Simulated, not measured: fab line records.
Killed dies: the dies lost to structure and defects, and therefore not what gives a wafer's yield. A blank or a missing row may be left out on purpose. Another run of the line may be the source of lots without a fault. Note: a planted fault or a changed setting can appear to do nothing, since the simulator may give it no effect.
Code-filled problem report in 8D (eight disciplines) form || flow n5Finfet || the parts of the form that need people (team, actions taken, sign-off) are left out

1. PROBLEM STATEMENT
Mean of killed_at_M0_to_M3 at N5_PASSIVATION_PROBE_49: 156 across 6 wafers in 2 lots; on wafers with no fault it is 31 (standard deviation 11). Measured from the usual mean, that is +11 standard deviations.
Seen first at day 13 23:02 on prober-01, wafer L658.1. Wafers with a number at this step in the record: 12, from 4 lots. Rule for "out", or "out of limits": more than 4 standard deviations from the usual mean. All remaining wafers that have a number are taken as sound.

2. WHAT IT IS AND WHAT IT IS NOT
{"question": "which readings at this step", "is": "killed_at_M0_to_M3", "is not": "killed_at_M4_up, killedAtContacts, killedAtFrontEnd, killedOpen, killedShort, sort_bin_4_leakage"}
{"question": "which lots", "is": "L658, L660", "is not": "L665, L670"}
{"question": "which wafers of those lots", "is": "all that have a number", "is not": "-"}
{"question": "read on which tools", "is": "prober-01, prober-02", "is not": "-"}
{"question": "when", "is": "from day 13 23:02", "is not": "up to then (0 sound wafers); but 6 sound wafers of L665, L670 came after"}

3. THE SUSPECTS, EACH WITH WHAT RULES IT OUT
Counting: a tool stays on the suspect list if, at a process step up to the reading, it processed all lots that are out and no sound lot following the first of them.
- rieDiel-03 at N5_BEOL_M2_VIA_ETCH_34 (etches the open film in C4F6/O2, target depth 69.4 nm, time 65.9 s): kept. It ran every lot that is out, first L658 (day 9 00:46), and no sound lot after that.
- rieDiel-01 at N5_PASSIVATION_STRIP_34 (strips in O2): kept. It ran every lot that is out, first L658 (day 13 18:49), and no sound lot after that.
Remaining after the count are rieDiel-03 at N5_BEOL_M2_VIA_ETCH_34 and rieDiel-01 at N5_PASSIVATION_STRIP_34.

4. THE CAUSE (what the simulator had put in)
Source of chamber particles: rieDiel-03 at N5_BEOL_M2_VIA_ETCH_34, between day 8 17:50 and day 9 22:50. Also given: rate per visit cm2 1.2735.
2 suspects survive the count, and this tool is in that group.

5. THE EFFECT CHAIN, in route order
One row per reading whose mean, taken over the struck wafers that have a number, lies over 3 standard deviations from the usual. Only readings for which the record gives a usual standard deviation are gone through. hours: the time from each lot's start at the first step in this table that gives one to its start at this step, as a median over the lots. sigmas: the change in usual standard deviations.
{"hours": 0, "step": "N5_PASSIVATION_PROBE_49", "reading": "defectLimitedYield", "usual": "91.4 %", "on struck wafers": 82.0, "change": -9.4, "sigmas": -5.9}
{"hours": 0, "step": "N5_PASSIVATION_PROBE_49", "reading": "killed_at_M0_to_M3", "usual": 31, "on struck wafers": 156, "change": "+125", "sigmas": "+11"}
{"hours": 0, "step": "N5_PASSIVATION_PROBE_49", "reading": "killedDies", "usual": 101, "on struck wafers": 212, "change": "+111", "sigmas": "+5.9"}
{"hours": 0, "step": "N5_PASSIVATION_PROBE_49", "reading": "sort_bin_5_function", "usual": "5.0 %", "on struck wafers": 11.1, "change": "+6.1", "sigmas": "+5.5"}
{"hours": 0, "step": "N5_PASSIVATION_PROBE_49", "reading": "sortNPass", "usual": 1078, "on struck wafers": 968, "change": -110, "sigmas": -5.5}
{"hours": 0, "step": "N5_PASSIVATION_PROBE_49", "reading": "sortYieldPct", "usual": "91.3 %", "on struck wafers": 82.0, "change": -9.3, "sigmas": -5.5}
The process steps in it:
- N5_PASSIVATION_PROBE_49

6. HOW IT WOULD HAVE BEEN CAUGHT EARLIER
125 hours passed between the start of the fault at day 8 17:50 and the first reading out of limits in this record, taken at day 13 23:02.
Tool readings at N5_BEOL_M2_VIA_ETCH_34 with a usual standard deviation given in the record: none out on any struck wafer, hence no alarm at a limit of 4 standard deviations on them.
Each of the lots that are out, 2 in all, had begun N5_BEOL_M2_VIA_ETCH_34 on rieDiel-03 no later than day 13 23:02. A hold on the tool at that time would have spared none of them.
